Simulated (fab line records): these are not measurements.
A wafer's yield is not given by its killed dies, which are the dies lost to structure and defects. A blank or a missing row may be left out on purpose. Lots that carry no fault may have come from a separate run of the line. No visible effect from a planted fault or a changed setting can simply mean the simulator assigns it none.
Which tool is to blame? / flow nandHarc / Sampling: 13 lots, 33 wafers, 7 of 1159 route steps

WHAT THE GAUGES READ, wafer by wafer
NHARC_P_STI_CD_MEAS_09: the cd target is 200 nm. Usual: cdNm 199.5 nm, standard deviation 2.9.
lot=L989; measured=day 2 10:47; on=cdSem-02; cdNm (nm)=200.8 197.4 200.2; flag=
lot=L990; measured=day 2 18:22; on=cdSem-02; cdNm (nm)=199.2 204.6 200.4; flag=
lot=L991; measured=day 3 02:24; on=cdSem-03; cdNm (nm)=197.8 194.9 197.8; flag=
lot=L993; measured=day 3 12:37; on=cdSem-01; cdNm (nm)=197.3 201.8 198.7; flag=
lot=L994; measured=day 3 19:08; on=cdSem-03; cdNm (nm)=179.8 180.2; flag=OFF
lot=L995; measured=day 3 19:10; on=cdSem-02; cdNm (nm)=181.5 181.5; flag=OFF
lot=L997; measured=day 4 11:04; on=cdSem-02; cdNm (nm)=178.2 178.0; flag=OFF
lot=L999; measured=day 5 01:41; on=cdSem-02; cdNm (nm)=196.8 198.7 197.3; flag=
lot=L105; measured=day 6 15:11; on=cdSem-02; cdNm (nm)=207.0 200.8 200.0; flag=
lot=L106; measured=day 6 15:21; on=cdSem-01; cdNm (nm)=199.0 200.8 197.9; flag=
lot=L108; measured=day 7 04:32; on=cdSem-02; cdNm (nm)=198.9 198.5 197.7; flag=
lot=L110; measured=day 7 18:37; on=cdSem-02; cdNm (nm)=199.5 199.1 195.4; flag=
lot=L112; measured=day 8 05:02; on=cdSem-02; cdNm (nm)=198.1 200.4 199.2; flag=

NHARC_P_STI_OCD_MEAS_17. Usual: trenchDepthNm 303 nm, standard deviation 4.4; trenchFootCdNm 157.2 nm, standard deviation 2.9.
lot=L989; measured=day 2 11:34; on=ocd-02; trenchDepthNm (nm)=298 298 299; trenchFootCdNm (nm)=159.8 155.9 158.1; flag=
lot=L990; measured=day 2 19:13; on=ocd-02; trenchDepthNm (nm)=305 308 299; trenchFootCdNm (nm)=157.2 161.5 159.2; flag=
lot=L991; measured=day 3 03:12; on=ocd-01; trenchDepthNm (nm)=295 307 305; trenchFootCdNm (nm)=157.1 152.8 155.3; flag=
lot=L993; measured=day 3 13:23; on=ocd-02; trenchDepthNm (nm)=302 303 305; trenchFootCdNm (nm)=154.8 159.0 155.6; flag=
lot=L994; measured=day 4 04:25; on=ocd-01; trenchDepthNm (nm)=311 312; trenchFootCdNm (nm)=136.8 136.7; flag=OFF
lot=L995; measured=day 4 03:17; on=ocd-02; trenchDepthNm (nm)=303 303; trenchFootCdNm (nm)=138.3 139.4; flag=OFF
lot=L997; measured=day 4 20:42; on=ocd-01; trenchDepthNm (nm)=296 296; trenchFootCdNm (nm)=136.7 136.5; flag=OFF
lot=L999; measured=day 5 02:28; on=ocd-01; trenchDepthNm (nm)=311 297 306; trenchFootCdNm (nm)=153.6 157.3 154.7; flag=
lot=L105; measured=day 6 15:58; on=ocd-02; trenchDepthNm (nm)=301 309 305; trenchFootCdNm (nm)=164.7 157.6 157.4; flag=
lot=L106; measured=day 6 16:14; on=ocd-02; trenchDepthNm (nm)=303 302 306; trenchFootCdNm (nm)=156.4 158.0 155.7; flag=
lot=L108; measured=day 7 05:21; on=ocd-02; trenchDepthNm (nm)=297 300 305; trenchFootCdNm (nm)=157.1 156.8 155.0; flag=
lot=L110; measured=day 7 19:26; on=ocd-02; trenchDepthNm (nm)=307 308 302; trenchFootCdNm (nm)=156.3 156.6 153.1; flag=
lot=L112; measured=day 8 05:50; on=ocd-02; trenchDepthNm (nm)=299 301 305; trenchFootCdNm (nm)=156.7 157.7 156.2; flag=

NHARC_END_SORT_01. Usual: killedAtArray 28, standard deviation 11; killedAtOther 0.5, standard deviation 0.87; killedAtPeriphery 2.9, standard deviation 2.2; killedDies 32, standard deviation 11; killedOpen 3.2, standard deviation 1.9; killedShort 1.8, standard deviation 1.4.
lot=L994; measured=day 21 05:05; on=prober-01; killedAtArray=20; killedAtOther=0; killedAtPeriphery=5; killedDies=25; killedOpen=3; killedShort=3; flag=
lot=L995; measured=day 21 03:29; on=prober-02; killedAtArray=34; killedAtOther=3; killedAtPeriphery=4; killedDies=41; killedOpen=5; killedShort=1; flag=
lot=L997; measured=day 20 19:32; on=prober-02; killedAtArray=22; killedAtOther=1; killedAtPeriphery=10; killedDies=33; killedOpen=4; killedShort=3; flag=OFF

EACH LOT AND THE TOOL THAT RAN IT (in order: tool; ch and the chambers of the sampled wafers; start)
lot=L989; NHARC_P_STI_EXPOSE_06=krfScanner-01 ch 0, day 2 10:38; NHARC_P_GATE_DESCUM_31=rieDiel-12 ch 0,1,3, day 4 09:31; NHARC_P_GATE_DESCUM_48=rieDiel-12 ch 0,3, day 4 21:40; NHARC_P_GATE_STRIP_111=plasmaAsher-02 ch 0,1, day 4 22:08
lot=L990; NHARC_P_STI_EXPOSE_06=krfScanner-04 ch 0, day 2 18:13; NHARC_P_GATE_DESCUM_31=rieDiel-03 ch 0,1,2, day 4 22:19; NHARC_P_GATE_DESCUM_48=rieDiel-12 ch 0,1,2, day 5 10:09; NHARC_P_GATE_STRIP_111=plasmaAsher-02 ch 0,1, day 5 10:31
lot=L991; NHARC_P_STI_EXPOSE_06=krfScanner-01 ch 0, day 3 02:15; NHARC_P_GATE_DESCUM_31=rieDiel-10 ch 0,3, day 5 11:05; NHARC_P_GATE_DESCUM_48=rieDiel-10 ch 0,2, day 5 23:23; NHARC_P_GATE_STRIP_111=plasmaAsher-01 ch 0,1, day 5 23:44
lot=L993; NHARC_P_STI_EXPOSE_06=krfScanner-04 ch 0, day 3 12:28; NHARC_P_GATE_DESCUM_31=rieDiel-03 ch 0,1,3, day 5 10:59; NHARC_P_GATE_DESCUM_48=rieDiel-10 ch 0,2,3, day 5 23:02; NHARC_P_GATE_STRIP_111=plasmaAsher-02 ch 0,1, day 5 23:23
lot=L994; NHARC_P_STI_EXPOSE_06=krfScanner-04 ch 0, day 3 18:59; NHARC_P_GATE_DESCUM_31=rieDiel-03 ch 0, day 6 02:04; NHARC_P_GATE_DESCUM_48=rieDiel-12 ch 3, day 6 16:12; NHARC_P_GATE_STRIP_111=plasmaAsher-02 ch 0, day 6 16:38
lot=L995; NHARC_P_STI_EXPOSE_06=krfScanner-04 ch 0, day 3 19:01; NHARC_P_GATE_DESCUM_31=rieDiel-10 ch 0, day 6 01:20; NHARC_P_GATE_DESCUM_48=rieDiel-10 ch 1, day 6 13:17; NHARC_P_GATE_STRIP_111=plasmaAsher-02 ch 0, day 6 13:38
lot=L997; NHARC_P_STI_EXPOSE_06=krfScanner-04 ch 0, day 4 10:55; NHARC_P_GATE_DESCUM_31=rieDiel-03 ch 2, day 6 17:41; NHARC_P_GATE_DESCUM_48=rieDiel-10 ch 2, day 7 05:32; NHARC_P_GATE_STRIP_111=plasmaAsher-02 ch 0, day 7 05:58
lot=L999; NHARC_P_STI_EXPOSE_06=krfScanner-01 ch 0, day 5 01:32; NHARC_P_GATE_DESCUM_31=rieDiel-10 ch 0,2,3, day 7 06:37; NHARC_P_GATE_DESCUM_48=rieDiel-10 ch 0,1,3, day 7 23:00; NHARC_P_GATE_STRIP_111=plasmaAsher-01 ch 0,1, day 7 23:40
lot=L105; NHARC_P_STI_EXPOSE_06=krfScanner-01 ch 0, day 6 15:02; NHARC_P_GATE_DESCUM_31=rieDiel-10 ch 0,1,2, day 8 18:52; NHARC_P_GATE_DESCUM_48=rieDiel-03 ch 0,3, day 9 07:08; NHARC_P_GATE_STRIP_111=plasmaAsher-02 ch 0,1, day 9 07:35
lot=L106; NHARC_P_STI_EXPOSE_06=krfScanner-02 ch 0, day 6 15:11; NHARC_P_GATE_DESCUM_31=rieDiel-12 ch 0,1,2, day 8 19:29; NHARC_P_GATE_DESCUM_48=rieDiel-10 ch 1,2, day 9 07:29; NHARC_P_GATE_STRIP_111=plasmaAsher-01 ch 0,1, day 9 07:58
lot=L108; NHARC_P_STI_EXPOSE_06=krfScanner-01 ch 0, day 7 04:23; NHARC_P_GATE_DESCUM_31=rieDiel-03 ch 0,2,3, day 9 11:21; NHARC_P_GATE_DESCUM_48=rieDiel-12 ch 0,2,3, day 9 23:24; NHARC_P_GATE_STRIP_111=plasmaAsher-01 ch 0,1, day 9 23:46
lot=L110; NHARC_P_STI_EXPOSE_06=krfScanner-01 ch 0, day 7 18:29; NHARC_P_GATE_DESCUM_31=rieDiel-10 ch 1,2,3, day 10 01:35; NHARC_P_GATE_DESCUM_48=rieDiel-03 ch 1,2, day 10 15:48; NHARC_P_GATE_STRIP_111=plasmaAsher-01 ch 0,1, day 10 16:16
lot=L112; NHARC_P_STI_EXPOSE_06=krfScanner-04 ch 0, day 8 04:53; NHARC_P_GATE_DESCUM_31=rieDiel-10 ch 2,3, day 10 06:25; NHARC_P_GATE_DESCUM_48=rieDiel-10 ch 0,1,3, day 10 18:32; NHARC_P_GATE_STRIP_111=plasmaAsher-01 ch 0, day 10 19:01
- NHARC_P_STI_EXPOSE_06: exposes mask P STI, target cd 200 nm.
- NHARC_P_GATE_DESCUM_31: chemistry O2, time 3 s.
- NHARC_P_GATE_DESCUM_48: chemistry O2, time 3 s.
- NHARC_P_GATE_STRIP_111: strips in N2/H2, time 250 s.

AS READ BY THE TOOLS THEMSELVES (means over the sampled wafers that have a number; for cases with no such wafer, the mark the record gives instead)
NHARC_P_GATE_DESCUM_31. Usual: drypumpMotorCurrentA 5.6 A, standard deviation 0.52; oesProductAu 1.007 a.u., standard deviation 0.018; rfVppV 57.7 V, standard deviation 0.86; showerheadPlenumPTorr 1.90 Torr, standard deviation 0.077; throttleValvePct 11.310 %, standard deviation 0.0096.
lot=L989; tool=rieDiel-12; drypumpMotorCurrentA (A)=5.6; oesProductAu (a.u.)=1.008; rfVppV (V)=58.0; showerheadPlenumPTorr (Torr)=1.94; throttleValvePct (%)=11.310; flag=
lot=L990; tool=rieDiel-03; drypumpMotorCurrentA (A)=5.1; oesProductAu (a.u.)=1.012; rfVppV (V)=57.8; showerheadPlenumPTorr (Torr)=1.96; throttleValvePct (%)=11.317; flag=
lot=L991; tool=rieDiel-10; drypumpMotorCurrentA (A)=5.4; oesProductAu (a.u.)=1.003; rfVppV (V)=57.2; showerheadPlenumPTorr (Torr)=1.87; throttleValvePct (%)=11.307; flag=
lot=L993; tool=rieDiel-03; drypumpMotorCurrentA (A)=5.3; oesProductAu (a.u.)=1.012; rfVppV (V)=57.2; showerheadPlenumPTorr (Torr)=1.93; throttleValvePct (%)=11.324; flag=
lot=L994; tool=rieDiel-03; drypumpMotorCurrentA (A)=5.1; oesProductAu (a.u.)=1.003; rfVppV (V)=58.7; showerheadPlenumPTorr (Torr)=1.92; throttleValvePct (%)=11.299; flag=
lot=L995; tool=rieDiel-10; drypumpMotorCurrentA (A)=5.3; oesProductAu (a.u.)=1.015; rfVppV (V)=55.5; showerheadPlenumPTorr (Torr)=1.98; throttleValvePct (%)=11.313; flag=
lot=L997; tool=rieDiel-03; drypumpMotorCurrentA (A)=5.2; oesProductAu (a.u.)=1.004; rfVppV (V)=58.7; showerheadPlenumPTorr (Torr)=1.99; throttleValvePct (%)=11.304; flag=
lot=L999; tool=rieDiel-10; drypumpMotorCurrentA (A)=5.4; oesProductAu (a.u.)=1.004; rfVppV (V)=58.2; showerheadPlenumPTorr (Torr)=1.86; throttleValvePct (%)=11.314; flag=
lot=L105; tool=rieDiel-10; drypumpMotorCurrentA (A)=5.8; oesProductAu (a.u.)=1.016; rfVppV (V)=57.6; showerheadPlenumPTorr (Torr)=1.88; throttleValvePct (%)=11.315; flag=
lot=L106; tool=rieDiel-12; drypumpMotorCurrentA (A)=5.9; oesProductAu (a.u.)=0.985; rfVppV (V)=57.7; showerheadPlenumPTorr (Torr)=1.95; throttleValvePct (%)=11.314; flag=
lot=L108; tool=rieDiel-03; drypumpMotorCurrentA (A)=5.5; oesProductAu (a.u.)=1.015; rfVppV (V)=57.6; showerheadPlenumPTorr (Torr)=1.93; throttleValvePct (%)=11.309; flag=
lot=L110; tool=rieDiel-10; drypumpMotorCurrentA (A)=5.8; oesProductAu (a.u.)=1.017; rfVppV (V)=57.9; showerheadPlenumPTorr (Torr)=1.83; throttleValvePct (%)=11.308; flag=
lot=L112; tool=rieDiel-10; drypumpMotorCurrentA (A)=5.4; oesProductAu (a.u.)=1.005; rfVppV (V)=57.3; showerheadPlenumPTorr (Torr)=1.79; throttleValvePct (%)=11.316; flag=

NHARC_P_GATE_DESCUM_48. Usual: drypumpMotorCurrentA 5.6 A, standard deviation 0.49; oesProductAu 1.005 a.u., standard deviation 0.019; rfVppV 57.7 V, standard deviation 0.86; showerheadPlenumPTorr 1.91 Torr, standard deviation 0.076; throttleValvePct 11.312 %, standard deviation 0.0094.
lot=L989; tool=rieDiel-12; drypumpMotorCurrentA (A)=5.4; oesProductAu (a.u.)=1.001; rfVppV (V)=58.9; showerheadPlenumPTorr (Torr)=1.97; throttleValvePct (%)=11.308; flag=
lot=L990; tool=rieDiel-12; drypumpMotorCurrentA (A)=5.9; oesProductAu (a.u.)=0.984; rfVppV (V)=58.1; showerheadPlenumPTorr (Torr)=1.96; throttleValvePct (%)=11.308; flag=
lot=L991; tool=rieDiel-10; drypumpMotorCurrentA (A)=5.3; oesProductAu (a.u.)=1.009; rfVppV (V)=58.0; showerheadPlenumPTorr (Torr)=1.92; throttleValvePct (%)=11.318; flag=
lot=L993; tool=rieDiel-10; drypumpMotorCurrentA (A)=5.4; oesProductAu (a.u.)=1.004; rfVppV (V)=58.2; showerheadPlenumPTorr (Torr)=1.86; throttleValvePct (%)=11.311; flag=
lot=L994; tool=rieDiel-12; drypumpMotorCurrentA (A)=5.3; oesProductAu (a.u.)=0.985; rfVppV (V)=59.0; showerheadPlenumPTorr (Torr)=1.97; throttleValvePct (%)=11.304; flag=
lot=L995; tool=rieDiel-10; drypumpMotorCurrentA (A)=6.7; oesProductAu (a.u.)=1.038; rfVppV (V)=56.7; showerheadPlenumPTorr (Torr)=1.88; throttleValvePct (%)=11.314; flag=
lot=L997; tool=rieDiel-10; drypumpMotorCurrentA (A)=5.3; oesProductAu (a.u.)=1.033; rfVppV (V)=57.2; showerheadPlenumPTorr (Torr)=1.79; throttleValvePct (%)=11.295; flag=
lot=L999; tool=rieDiel-10; drypumpMotorCurrentA (A)=5.8; oesProductAu (a.u.)=1.010; rfVppV (V)=56.7; showerheadPlenumPTorr (Torr)=1.89; throttleValvePct (%)=11.314; flag=
lot=L105; tool=rieDiel-03; drypumpMotorCurrentA (A)=5.4; oesProductAu (a.u.)=1.017; rfVppV (V)=57.9; showerheadPlenumPTorr (Torr)=1.91; throttleValvePct (%)=11.311; flag=
lot=L106; tool=rieDiel-10; drypumpMotorCurrentA (A)=5.8; oesProductAu (a.u.)=1.020; rfVppV (V)=56.4; showerheadPlenumPTorr (Torr)=1.82; throttleValvePct (%)=11.312; flag=
lot=L108; tool=rieDiel-12; drypumpMotorCurrentA (A)=5.7; oesProductAu (a.u.)=0.977; rfVppV (V)=57.9; showerheadPlenumPTorr (Torr)=1.98; throttleValvePct (%)=11.317; flag=
lot=L110; tool=rieDiel-03; drypumpMotorCurrentA (A)=5.1; oesProductAu (a.u.)=1.008; rfVppV (V)=57.7; showerheadPlenumPTorr (Torr)=1.97; throttleValvePct (%)=11.308; flag=
lot=L112; tool=rieDiel-10; drypumpMotorCurrentA (A)=5.8; oesProductAu (a.u.)=0.997; rfVppV (V)=56.8; showerheadPlenumPTorr (Torr)=1.89; throttleValvePct (%)=11.318; flag=

NHARC_P_GATE_STRIP_111. Usual: drypumpMotorCurrentA 5.3 A, standard deviation 0.41; heaterPowerW 91 W, standard deviation 4.2.
lot=L989; tool=plasmaAsher-02; drypumpMotorCurrentA (A)=5.1; heaterPowerW (W)=93; flag=
lot=L990; tool=plasmaAsher-02; drypumpMotorCurrentA (A)=5.4; heaterPowerW (W)=89; flag=
lot=L991; tool=plasmaAsher-01; drypumpMotorCurrentA (A)=5.5; heaterPowerW (W)=91; flag=
lot=L993; tool=plasmaAsher-02; drypumpMotorCurrentA (A)=5.4; heaterPowerW (W)=90; flag=
lot=L994; tool=plasmaAsher-02; drypumpMotorCurrentA (A)=4.8; heaterPowerW (W)=93; flag=
lot=L995; tool=plasmaAsher-02; drypumpMotorCurrentA (A)=4.8; heaterPowerW (W)=96; flag=
lot=L997; tool=plasmaAsher-02; drypumpMotorCurrentA (A)=4.8; heaterPowerW (W)=96; flag=
lot=L999; tool=plasmaAsher-01; drypumpMotorCurrentA (A)=5.3; heaterPowerW (W)=89; flag=
lot=L105; tool=plasmaAsher-02; drypumpMotorCurrentA (A)=5.1; heaterPowerW (W)=94; flag=
lot=L106; tool=plasmaAsher-01; drypumpMotorCurrentA (A)=5.5; heaterPowerW (W)=91; flag=
lot=L108; tool=plasmaAsher-01; drypumpMotorCurrentA (A)=5.4; heaterPowerW (W)=87; flag=
lot=L110; tool=plasmaAsher-01; drypumpMotorCurrentA (A)=5.5; heaterPowerW (W)=91; flag=
lot=L112; tool=plasmaAsher-01; drypumpMotorCurrentA (A)=5.7; heaterPowerW (W)=93; flag=

THE ANSWER, worked out from the rows above alone
Rule: lot off if the mean of its wafers having a number is beyond 3 standard deviations from the usual mean. Also off: a lot with no number at a reading for which 4 or more lots have one. The other lots that the step has rows for count as sound. After the gauges, taken in route order, come the tools' own readings; for these a lot's mean is taken, as printed above. At the first step where some lot is off, the reading lying furthest off is the one used; lots without a number count as furthest.
Off at NHARC_P_STI_CD_MEAS_09 (cdNm): L994, L995, L997.
A tool fits if, at a process step before that reading, it ran every lot that is off, and no sound lot after the first of them. The gauges at NHARC_P_STI_CD_MEAS_09 aren't tried: what is off there is off at NHARC_P_STI_OCD_MEAS_17 too, on other tools, and a gauge's error can't cause that. Not one of the candidates tried fits.

WHAT THE SIMULATOR PUT IN
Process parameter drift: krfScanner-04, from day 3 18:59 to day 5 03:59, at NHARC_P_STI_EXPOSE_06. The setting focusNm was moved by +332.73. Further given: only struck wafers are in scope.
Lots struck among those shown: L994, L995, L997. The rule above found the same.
